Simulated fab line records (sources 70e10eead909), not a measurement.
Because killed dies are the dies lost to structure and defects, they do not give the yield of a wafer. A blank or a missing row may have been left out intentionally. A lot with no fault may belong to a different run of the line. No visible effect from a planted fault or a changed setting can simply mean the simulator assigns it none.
The tool behind it: which one? ; flow nand_harc ; 18 wafers from 6 lots sampled at 2 of the route's 1302 steps

WHAT THE GAUGES SHOWED, per wafer
NHARC_A_BONDPAD_INSPECT_23.
lot;measured;on;raw_defect_count
L391;day 23 12:08;defect_inspect-01;594 549 478
L393;day 24 05:31;defect_inspect-01;527 541 467
L395;day 25 18:29;defect_inspect-02;425 398 481
L398;day 26 09:23;defect_inspect-02;515 518 455
L401;day 27 11:54;defect_inspect-02;504 555 732
L412;day 32 18:13;defect_inspect-02;630 556 619

WHAT TOOL EACH LOT RAN ON (gives the tool, then ch and the chambers of the sampled wafers, and finally the start)
lot;NHARC_P_GATE_EXPOSE_88
L391;krf_scanner-04 ch 0, day 6 15:01
L393;krf_scanner-04 ch 0, day 6 22:42
L395;krf_scanner-04 ch 0, day 7 18:17
L398;krf_scanner-03 ch 0, day 8 19:47
L401;krf_scanner-04 ch 0, day 10 06:06
L412;krf_scanner-03 ch 0, day 14 19:07
- NHARC_P_GATE_EXPOSE_88: exposes mask P HVN, target cd 2000 nm.

THE ANSWER, worked out from the rows above alone
Rule: usual is defined by the lots themselves. Put in order of their means at a reading, lots are off if they are a third of the lots or fewer, leave a main group of 4 or more, and stand apart from it by a gap of 3 or more times the standard deviation of the main group's means; of several such gaps the widest counts. Not used: any main group whose means are identical at the precision the tables above print for the reading. A lot without any number at a reading at which 4 lots or more have one is off too. Where the step has rows for the other lots, those lots are counted as sound.
None of the lots is off at any reading shown; this tells nothing.

WHAT HAD BEEN PUT IN BY THE SIMULATOR
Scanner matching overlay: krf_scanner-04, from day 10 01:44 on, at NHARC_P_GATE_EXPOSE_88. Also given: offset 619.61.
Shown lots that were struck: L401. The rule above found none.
